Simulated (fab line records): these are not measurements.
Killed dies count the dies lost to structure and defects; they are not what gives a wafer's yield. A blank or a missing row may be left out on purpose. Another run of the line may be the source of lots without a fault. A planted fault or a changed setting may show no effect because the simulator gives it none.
Split-lot experiment + flow n5-finfet + 7 lots, 21 wafers read, on a route of 1938 steps

ON THE SPLIT
At N5_BEOL_M15_TRENCH_ETCH_34 (etches SiO2 in C4F8/O2/Ar, target depth 872.93 nm, time 199 s), the setting bias-w was moved away from the recipe's 2040 W on 7 of the 21 wafers read, by -17.6% to +10.1%. This setting was run at the recipe's value on the other wafers.

Reading taken at the split's own step.

THE READING
rf-vpp-V, in V, at N5_BEOL_M15_TRENCH_ETCH_34 (etches SiO2 in C4F8/O2/Ar, target depth 872.93 nm, time 199 s). Fault-free wafers of this fab line usually give 2239 V, standard deviation 31 V.

| wafer  | tool, chamber at the split | bias-w as run, W | against the recipe | rf-vpp-V, V | against lot-mates on the recipe |
|--------|----------------------------|------------------|--------------------|-------------|---------------------------------|
| L074.4 | rie-diel-02, 3             | 2040             | recipe             | 2228        | -                               |
| L074.5 | rie-diel-02, 0             | 2040             | recipe             | 2222        | -                               |
| L074.6 | rie-diel-02, 1             | 2040             | recipe             | 2289        | -                               |
| L081.1 | rie-diel-05, 1             | 2224             | +9.0%              | 2369        | +131                            |
| L081.5 | rie-diel-05, 3             | 2040             | recipe             | 2238        | -                               |
| L081.6 | rie-diel-05, 0             | 2224             | +9.0%              | 2354        | +116                            |
| L084.2 | rie-diel-06, 0             | 1680             | -17.6%             | 1921        | -282                            |
| L084.4 | rie-diel-06, 0             | 1680             | -17.6%             | 1921        | -282                            |
| L084.6 | rie-diel-06, 0             | 2040             | recipe             | 2203        | -                               |
| L086.2 | rie-diel-02, 3             | 2040             | recipe             | 2228        | -                               |
| L086.3 | rie-diel-02, 2             | 2040             | recipe             | 2274        | -                               |
| L086.4 | rie-diel-02, 0             | 2040             | recipe             | 2221        | -                               |
| L088.2 | rie-diel-05, 1             | 2040             | recipe             | 2232        | -                               |
| L088.4 | rie-diel-05, 0             | 2040             | recipe             | 2218        | -                               |
| L088.6 | rie-diel-05, 1             | 2246             | +10.1%             | 2384        | +159                            |
| L093.1 | rie-diel-02, 3             | 2169             | +6.3%              | 2323        | +100                            |
| L093.2 | rie-diel-02, 2             | 2169             | +6.3%              | 2372        | +149                            |
| L093.3 | rie-diel-02, 0             | 2040             | recipe             | 2223        | -                               |
| L094.2 | rie-diel-02, 3             | 2040             | recipe             | 2227        | -                               |
| L094.3 | rie-diel-02, 0             | 2040             | recipe             | 2220        | -                               |
| L094.4 | rie-diel-02, 1             | 2040             | recipe             | 2287        | -                               |

FIT RESULTS
A straight line over all 21 wafers: rf-vpp-V changes by +16.9 V for each +1% of bias-w; r = +0.98; the points scatter about the line by 26 V.
The same after taking each lot's own level away (the mean of its wafers on the recipe; 21 wafers): +15.9 V for each +1%; r = +0.98; scatter 23 V.
According to that fit, moving bias-w by its largest amount changes the reading by 2.8e+02 V.
Measured against the standard deviation above, the lots' own levels, which go from 2203.0 to 2246.3 V, span 1.4 times it.
Hence the lot-to-lot level has little effect on the slope; both slopes agree.
Check: -279 V against its lot-mates is what the line predicts for one of the wafers moved furthest among these (-17.6%) when that wafer is left out of the fit. Against them it came out at -282 V.
Tool readings at the split's step, against how far the setting was moved: rf-vpp-V r = +0.98.

FURTHER SPLITS ON THESE WAFERS
Other splits were also applied to these wafers ahead of the reading. Each is held against what the fit with the lots' levels taken away leaves over:
| other split on the same wafers | wafers away from the commonest value | r with rf-vpp-V (lot level and that fit taken away) |
|--------------------------------|--------------------------------------|-----------------------------------------------------|
| N5_BEOL_M12_SPUTTER_44 power-w | 7                                    | -0.20                                               |
| N5_BEOL_M14_ETCH_68 time-s     | 7                                    | +0.00                                               |
| N5_BEOL_M15_COAT_22 spin-rpm   | 5                                    | +0.17                                               |

THE FILE'S OWN FIT
rf-vpp-V changes by +15.9 V for each +1% of bias-w, r = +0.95.
